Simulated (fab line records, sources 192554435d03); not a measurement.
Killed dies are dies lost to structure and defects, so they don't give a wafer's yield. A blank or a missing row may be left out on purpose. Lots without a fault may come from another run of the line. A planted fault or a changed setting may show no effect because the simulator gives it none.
A struck lot beside a sound one | flow n5_finfet | 13 steps out of a route of 1938
Sound: wafers L499.1, L499.3, L499.5. Struck: wafers L508.1, L508.3, L508.4. The cause comes at the end.
At each step with rows: each side's tool, then ch and its chambers, then its first start. Under that, the readings that differ: sound wafers | struck wafers | difference of the means | sigmas: that difference in standard deviations of wafers without a fault.
alike: readings whose means differ by less than 2 such deviations, and words and numbers that are the same on both sides. not compared: withheld readings, readings that some wafer has no value for, bounds like >300 that may hide the same value, and numbers for which the record gives no deviation and whose values overlap.
The two part at a step that has a row with sigmas, a row that says differs or no value, or rows on one side only. Numbers that don't overlap but have no deviation are shown without sigmas and don't part them. A reading that every wafer of one side lacks parts them only if that side has two wafers or more.

first, 3 steps without rows for these wafers: N5_SD_EPI_P_PRECLEAN_51 (cleans in NF3:NH3, afs cycles 1, time 20 s, sublimation time 60 s); N5_SD_EPI_P_VAPOR_ETCH_44 (etches SiGe30 in NF3/Ar, time 3.3 s); N5_SD_EPI_P_EPI_21 (deposits SiGe:B, time 355 s).
N5_SD_EPI_P_EPI_MEAS_23:
  sound on film_metro-01, day 4 18:25; struck on film_metro-01, day 7 00:27
  alike: thk_nm
then, 6 steps without rows for these wafers: N5_SD_EPI_P_HM_STRIP_48 (strips SiNx in H3PO4, material SiNx, target depth 3 nm); N5_SD_EPI_P_SRD_49 (time 30 s); N5_SD_EPI_P_PRECLEAN_24 (cleans in O3/DIW, time 45 s); N5_SD_EPI_P_PRECLEAN_32 (cleans in dHF, time 10 s); N5_SD_EPI_P_PRECLEAN_33 (cleans in SC2, time 45 s); N5_SD_EPI_P_SRD_25 (time 30 s).
N5_SD_EPI_P_INSPECT_26: inspects for defects (darkfield).
  sound on defect_inspect-01, day 4 18:35; struck on defect_inspect-02, day 7 00:38
  alike: raw_defect_count
N5_SD_ACTIVATION_RTA_00: time 0 s.
  sound on rtp_anneal-02 ch 0, day 4 18:37; struck on rtp_anneal-02 ch 0, day 7 00:40
  alike: lamp_power_pct, lamp_zone_5_pct, wafer_temp_C_max
N5_SD_ACTIVATION_LSA_01: time 0.0008 s.
  sound on laser_anneal-02 ch 0, day 4 18:50; struck on laser_anneal-02 ch 0, day 7 00:52
  reading          | sound                | struck               | difference | sigmas
  wafer_temp_C_max | 1084.3 1089.0 1085.2 | 1063.3 1063.8 1063.9 | -22.5      | -22

WHERE THEY PART
Only at N5_SD_ACTIVATION_LSA_01, within this record.

WHY: what the simulator had put in
Process parameter drift: laser_anneal-02, from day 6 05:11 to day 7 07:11, at N5_SD_ACTIVATION_LSA_01. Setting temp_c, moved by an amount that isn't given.
